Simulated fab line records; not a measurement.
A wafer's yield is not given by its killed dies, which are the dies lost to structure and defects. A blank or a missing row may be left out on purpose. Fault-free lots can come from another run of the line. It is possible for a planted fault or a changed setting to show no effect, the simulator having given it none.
Comparing a struck lot with a sound one + flow n5-finfet + 15 out of 1938 route steps
Sound: these wafers, L196.2, L196.3, L196.4. Struck: wafer L205.3 (left out: L205.1, a lot-mate that was not struck); the cause follows at the end.
At each step with rows: each side's tool, then ch and its chambers, then its first start. Under that, the readings that differ: sound wafers + struck wafers + difference of the means + sigmas: that difference in standard deviations of wafers without a fault.
alike: readings with means less than 2 such deviations apart, plus words and numbers identical on both sides. not compared: withheld readings, readings lacking a value on some wafer, bounds such as >300 that could conceal the same value, and numbers that have no deviation in the record and whose values overlap.
A row with sigmas, a row that says differs or no value, or rows on one side alone: a step with any of these is where the two part. Numbers that have no deviation but don't overlap get no sigmas and don't part them. A reading that every wafer of one side lacks parts them only if that side has two wafers or more.

first, 7 steps without rows for these wafers: N5_BEOL_M2_COAT_76 (time 60 s, resist thk 5 nm); N5_BEOL_M2_COAT_22 (resist thk 30 nm); N5_BEOL_M2_EBR_24; N5_BEOL_M2_SOFTBAKE_23 (time 60 s); N5_BEOL_M2_EXPOSE_25 (exposes mask V1, defocus 5 nm); N5_BEOL_M2_PEB_26 (peb time 60 s); N5_BEOL_M2_DEVELOP_27 (develop time 30 s).
N5_BEOL_M2_CD_MEAS_28: target cd 26.2 nm, target cd y 24.1 nm.
  sound on cd-sem-02 ch 0, day 11 08:21; struck on cd-sem-02 ch 0, day 12 05:20
  alike: cd-nm
N5_BEOL_M2_OVL_MEAS_29:
  sound on overlay-02 ch 0, day 11 08:23; struck on overlay-01 ch 0, day 12 05:22
| reading     | sound          | struck | difference | sigmas |
|-------------|----------------|--------|------------|--------|
| V1_OVL (nm) | -1.9 -2.0 -1.2 | 0.4    | +2.1       | +3     |
N5_BEOL_M2_INSPECT_30: inspects for defects (brightfield).
  struck on defect-inspect-02, day 12 05:25; sound on defect-inspect-01, day 11 08:26
  alike: raw-defect-count
N5_BEOL_M2_DESCUM_33: chemistry O2, time 7 s.
  sound on rie-diel-03 ch 1,2,3, day 11 08:32; struck on rie-diel-06 ch 2, day 12 05:27
| reading                | sound             | struck | difference | sigmas |
|------------------------|-------------------|--------|------------|--------|
| throttle-valve-pct (%) | 20.25 20.33 20.63 | 20.85  | +0.45      | +2     |
  alike: drypump-motor-current-A, oes-product-au, rf-vpp-V, showerhead-plenum-p-Torr
  not compared: rf-hours-counter-h
N5_BEOL_M2_ETCH_77: etches underlayer in N2/H2, target depth 6.5 nm, time 5.2 s.
  sound on rie-diel-03 ch 1,2,3, day 11 08:35; struck on rie-diel-06 ch 2, day 12 05:29
  alike: drypump-motor-current-A, etch-rf-on-time-s, oes-product-au, rf-vpp-V, showerhead-plenum-p-Torr, throttle-valve-pct
  not compared: rf-hours-counter-h
N5_BEOL_M2_ETCH_69: etches SiARC in CF4, target depth 15.6 nm, time 26 s.
  sound on rie-diel-03 ch 1,2,3, day 11 08:36; struck on rie-diel-06 ch 2, day 12 05:30
| reading               | sound          | struck | difference | sigmas |
|-----------------------|----------------|--------|------------|--------|
| etch-rf-on-time-s (s) | 25.2 25.9 25.7 | 35.8   | +10.2      | +14    |
  alike: drypump-motor-current-A, oes-product-au, rf-vpp-V, showerhead-plenum-p-Torr, throttle-valve-pct
  not compared: rf-hours-counter-h
N5_BEOL_M2_ALD_98: deposits SiO2, target thk 2.5 nm, pulse time 1 s, co reactant pulse time 1 s.
  sound on ald-sin-04 ch 1,2,3, day 11 08:54; struck on ald-sin-03 ch 2, day 12 06:14
  alike: heater-power-w, precursor-pulse-height-rel
-- a jump in the record: the struck wafers' starts before and after are 5 days apart (it breaks off in module BEOL_M2 and resumes in module BEOL_M4, where the first step shown is number 1111 of the route) --
N5_BEOL_M4_RC_MEAS_101:
  sound on prober-01 ch 0, day 17 07:06; struck on prober-01 ch 0, day 17 15:22
  alike: DIBL_N, DIBL_P, IOFF_N, IOFF_P, ION_N, ION_P, SS_N, SS_P, VT_N, VT_P

== WHERE THEY PART ==
At N5_BEOL_M2_OVL_MEAS_29 first; at N5_BEOL_M2_ETCH_69 last (within this record only). Later steps at which nothing parts them and some readings are alike: N5_BEOL_M2_ALD_98, N5_BEOL_M4_RC_MEAS_101.

WHY: the cause the simulator had injected
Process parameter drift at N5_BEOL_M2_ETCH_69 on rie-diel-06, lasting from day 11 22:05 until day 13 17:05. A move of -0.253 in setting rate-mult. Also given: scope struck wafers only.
